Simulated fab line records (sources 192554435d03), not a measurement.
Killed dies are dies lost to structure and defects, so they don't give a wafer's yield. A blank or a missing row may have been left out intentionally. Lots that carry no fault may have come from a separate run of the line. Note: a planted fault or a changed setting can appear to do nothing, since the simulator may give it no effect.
Split-lot study | flow n5 finfet | 7 lots, 21 wafers read, on a route of 1938 steps

THE SPLIT ITSELF
At N5_MOL_CONTACT_COAG_ETCHBACK_135 (etches SiO2 in CHF3, target depth 25 nm, time 16.7 s), the setting time s was moved away from the recipe's 16.7 s on 5 of the 21 wafers read, by -21.4% to +21.6%. For the rest of the wafers, this setting stayed at what the recipe calls for.

The split's own step is where the reading is taken.

THE READING
SOC_of_MOL_CONTACT_COAG_COAT_75.thk nm (the simulator's own value, which no gauge read), in nm, at N5_MOL_CONTACT_COAG_ETCHBACK_135 (etches SiO2 in CHF3, target depth 25 nm, time 16.7 s). There is no usual value for it anywhere in the file. Average 57.5 nm, standard deviation 0.17 nm, over the 16 wafers here run with the recipe.

wafer  | tool, chamber at the split | time s as run, s | against the recipe | SOC_of_MOL_CONTACT_COAG_COAT_75.thk nm, nm | against lot-mates on the recipe
L080.1 | rie diel-01, 0,2           | 16.7             | recipe             | 57.4                                       | -
L080.6 | rie diel-01, 0,2           | 16.7             | recipe             | 57.4                                       | -
L080.2 | rie diel-01, 1             | 20.31            | +21.6%             | 56.8                                       | -0.6
L081.2 | rie diel-01, 2,3           | 16.7             | recipe             | 57.4                                       | -
L081.5 | rie diel-01, 2,3           | 16.7             | recipe             | 57.4                                       | -
L081.6 | rie diel-01, 2             | 13.12            | -21.4%             | 58                                         | +0.6
L083.1 | rie diel-04, 2,0           | 16.7             | recipe             | 57.4                                       | -
L083.2 | rie diel-04, 2,0           | 16.7             | recipe             | 57.4                                       | -
L083.6 | rie diel-04, 1             | 16.7             | recipe             | 57.6                                       | -
L087.2 | rie diel-04, 2,1           | 16.7             | recipe             | 57.4                                       | -
L087.6 | rie diel-04, 2,1           | 16.7             | recipe             | 57.4                                       | -
L087.5 | rie diel-04, 2             | 16.7             | recipe             | 57.2                                       | -
L089.1 | rie diel-04, 3,1           | 16.7             | recipe             | 57.6                                       | -
L089.4 | rie diel-04, 3,1           | 16.7             | recipe             | 57.6                                       | -
L089.3 | rie diel-04, 2             | 18.25            | +9.3%              | 57.2                                       | -0.4
L092.1 | rie diel-04, 3,1           | 16.7             | recipe             | 57.8                                       | -
L092.3 | rie diel-04, 3,1           | 16.7             | recipe             | 57.8                                       | -
L092.5 | rie diel-04, 2             | 16.7             | recipe             | 57.4                                       | -
L096.1 | rie diel-03, 0             | 16.7             | recipe             | 57.2                                       | -
L096.3 | rie diel-03, 2,0           | 19.04            | +14.0%             | 56.8                                       | -0.4
L096.6 | rie diel-03, 2,0           | 19.04            | +14.0%             | 56.8                                       | -0.4
When a row names more than one chamber, that row covers several wafers, and the file does not tell which wafer ran in which chamber.

FIT RESULTS
A straight line over all 21 wafers: SOC_of_MOL_CONTACT_COAG_COAT_75.thk nm changes by -0.0327 nm for each +1% of time s; r = -0.85; the points scatter about the line by 0.17 nm.
The same after taking each lot's own level away (the mean of its wafers on the recipe; 21 wafers): -0.0288 nm for each +1%; r = -0.93; scatter 0.097 nm.
On that fit, the largest move of time s shifts the reading by 0.62 nm.
From 57.20 to 57.67 nm: that is the span of the lots' own levels, equal to 2.8 times the standard deviation above.
So the lot-to-lot level changes the slope: the two fits differ.
Check: -0.644 nm against its lot-mates is what the line predicts for one of the wafers moved furthest among these (+21.6%) when that wafer is left out of the fit. It came out at -0.6 nm against them.

FURTHER SPLITS ON THESE WAFERS
Other splits were also applied to these wafers ahead of the reading. Each is held against what the fit with the lots' levels taken away leaves over:
other split on the same wafers               | wafers away from the commonest value | r with SOC_of_MOL_CONTACT_COAG_COAT_75.thk nm (lot level and that fit taken away)
N5_HKMG_FIN_COAT_42 spin rpm                 | 8                                    | +0.35
N5_HKMG_FIN_ETCH_55 time s                   | 9                                    | -0.04
N5_GATE_CUT_ALD_22 ald cycles                | 8                                    | +0.14
N5_MOL_CONTACT_COAG_CONTACT_ETCH_14 source w | 6                                    | +0.07
N5_MOL_CONTACT_COAG_ETCH_91 source w         | 8                                    | +0.19

FILE'S OWN FIT
SOC_of_MOL_CONTACT_COAG_COAT_75.thk nm changes by -0.0291 nm for each +1% of time s, r = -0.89.
